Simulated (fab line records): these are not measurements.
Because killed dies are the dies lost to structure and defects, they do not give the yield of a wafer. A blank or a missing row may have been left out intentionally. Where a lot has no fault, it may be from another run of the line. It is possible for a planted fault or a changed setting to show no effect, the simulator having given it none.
Split-lot experiment ; flow n5 finfet ; 21 wafers read across 7 lots, on a route 1938 steps long

== THE SPLIT ITSELF ==
At N5_FIN_SAQP_PEB_14 (peb time 60 s), the setting peb time s was moved away from the recipe's 60 s on 7 of the 21 wafers read, by -13.0% to +17.5%. All remaining wafers had this setting at the recipe value.

== SPLIT TO READING: what lies between them in the file, 1 step ==
- N5_FIN_SAQP_DEVELOP_15: develop time 30 s

== THE READING ==
cd nm (nm) at N5_FIN_SAQP_CD_MEAS_16, where the cd target is 35.6 nm. On this fab line, fault-free wafers typically give 35.6 nm with a standard deviation of 0.51 nm.

wafer;tool, chamber at the split;peb time s as run, s;against the recipe;cd nm, nm;against lot-mates on the recipe
L074.2;litho track-05, 0;68.7;+14.5%;34.1;-2.4
L074.3;litho track-05, 0;60;recipe;36.5;-
L074.6;litho track-05, 0;68.7;+14.5%;34.3;-2.2
L076.1;litho track-02, 0;60;recipe;35.1;-
L076.3;litho track-02, 0;60;recipe;35.4;-
L076.5;litho track-02, 0;60;recipe;35.2;-
L077.1;litho track-05, 0;60;recipe;35.9;-
L077.3;litho track-05, 0;60;recipe;35.9;-
L077.5;litho track-05, 0;60;recipe;35.2;-
L087.3;litho track-02, 0;60;recipe;35.3;-
L087.4;litho track-02, 0;60;recipe;35.5;-
L087.6;litho track-02, 0;60;recipe;35.6;-
L089.2;litho track-05, 0;60;recipe;35.5;-
L089.4;litho track-05, 0;70.51;+17.5%;34.2;-1.3
L089.6;litho track-05, 0;70.51;+17.5%;33.8;-1.7
L090.2;litho track-02, 0;60;recipe;36.2;-
L090.4;litho track-02, 0;60;recipe;35.8;-
L090.5;litho track-02, 0;63.74;+6.2%;35.1;-0.9
L091.1;litho track-01, 0;60;recipe;34.9;-
L091.2;litho track-01, 0;52.17;-13.0%;36.6;+1.7
L091.3;litho track-01, 0;52.17;-13.0%;36.6;+1.7

THE FIT
A straight line over all 21 wafers: cd nm changes by -0.0875 nm for each +1% of peb time s; r = -0.89; the points scatter about the line by 0.38 nm.
The same after taking each lot's own level away (the mean of its wafers on the recipe; 21 wafers): -0.12 nm for each +1%; r = -0.95; scatter 0.33 nm.
According to that fit, moving peb time s by its largest amount changes the reading by 2.1 nm.
The lots' own levels span 34.90 to 36.50 nm, that is 3.1 times the standard deviation above.
In other words, the slope is changed by the lot-to-lot level; the two fits disagree.
Check: -2.33 nm against its lot-mates is what the line predicts for one of the wafers moved furthest among these (+17.5%) when that wafer is left out of the fit. It came out at -1.3 nm against them.

== FURTHER SPLITS ON THESE WAFERS ==
Before the reading, these wafers also passed through other splits. Each is held against what the fit with the lots' levels taken away leaves over:
other split on the same wafers;wafers away from the commonest value;r with cd nm (lot level and that fit taken away)
N5_WELL_APT_COAT_02 spin rpm;3;-0.43
N5_PMOS_HMC_CHANNEL_EPI_COAT_03 spin rpm;8;+0.15
N5_PMOS_HMC_CHANNEL_EPI_PEB_07 peb time s;5;-0.16

== FILE'S OWN FIT ==
cd nm changes by -0.122 nm for each +1% of peb time s, r = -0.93.
